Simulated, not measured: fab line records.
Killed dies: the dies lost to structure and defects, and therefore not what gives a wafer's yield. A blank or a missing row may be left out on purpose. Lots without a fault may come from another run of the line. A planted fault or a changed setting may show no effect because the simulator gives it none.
Chamber matching | flow n5 finfet | N5_BEOL_M5_ETCH_68 on rie diel-06 has 4 sister chambers
The step etches SOC in N2/H2, target depth 80 nm, overetch 16 nm, time 120 s. 14 wafers are shown with their chamber, then 7 later ones without.

WAFERS WITH THEIR CHAMBER
wafer  | chamber | showerhead plenum p Torr (Torr) | throttle valve pct (%) | oes product au (a.u.)
L074.1 | 3       | 2.67                            | 17.7                   | 0.65
L074.2 | 2       | 2.53                            | 18.2                   | 0.54
L074.3 | 1       | 2.58                            | 17.2                   | 0.66
L081.1 | 3       | 2.67                            | 17.8                   | 0.65
L081.2 | 2       | 2.52                            | 18.2                   | 0.54
L081.5 | 2       | 2.52                            | 18.2                   | 0.54
L087.1 | 3       | 2.66                            | 17.8                   | 0.63
L087.2 | 1       | 2.57                            | 17.3                   | 0.64
L087.3 | 0       | 2.46                            | 17.6                   | 0.66
L087.4 | 2       | 2.51                            | 18.2                   | 0.53
L087.5 | 2       | 2.51                            | 18.2                   | 0.54
L087.6 | 1       | 2.57                            | 17.3                   | 0.65
L089.3 | 2       | 2.51                            | 18.2                   | 0.54
L089.4 | 3       | 2.66                            | 17.8                   | 0.62

SIGNATURES (averages over the wafers above)
reading                  | chamber 0 | chamber 1 | chamber 2 | chamber 3 | scatter within a chamber
showerhead plenum p Torr | 2.4600    | 2.5733    | 2.5167    | 2.6650    | 0.00707
throttle valve pct       | 17.600    | 17.267    | 18.200    | 17.775    | 0.0376
oes product au           | 0.6600    | 0.6500    | 0.5383    | 0.6375    | 0.00979
Rule: a wafer lies at a distance from a chamber equal to the root of the sum of squares, over the readings, of (its reading less the chamber's mean, divided by the reading's scatter). The wafer belongs to the nearest chamber; if the next one is less than 2 further off, it can't be placed. The scatter is the square root of a quotient: the sum, over the shown wafers, of each reading's squared deviation from its chamber's mean, divided by wafers minus chambers.

WAFERS WHOSE CHAMBER IS MISSING
wafer  | showerhead plenum p Torr (Torr) | throttle valve pct (%) | oes product au (a.u.)
L089.5 | 2.57                            | 17.3                   | 0.64
L092.1 | 2.66                            | 17.8                   | 0.62
L092.2 | 2.51                            | 18.2                   | 0.53
L092.3 | 2.56                            | 17.3                   | 0.63
L092.4 | 2.46                            | 17.7                   | 0.66
L092.5 | 2.46                            | 17.7                   | 0.66
L092.6 | 2.66                            | 17.8                   | 0.62

WHICH CHAMBER EACH ONE RAN IN
wafer  | from the rows above | in truth
L089.5 | 1                   | 1
L092.1 | 3                   | 3
L092.2 | 2                   | 2
L092.3 | 1                   | 1
L092.4 | 0                   | 0
L092.5 | 0                   | 0
L092.6 | 3                   | 3
Correct placement for 7 of the 7. Left unplaced by these rows: 0. Number placed wrongly: 0.
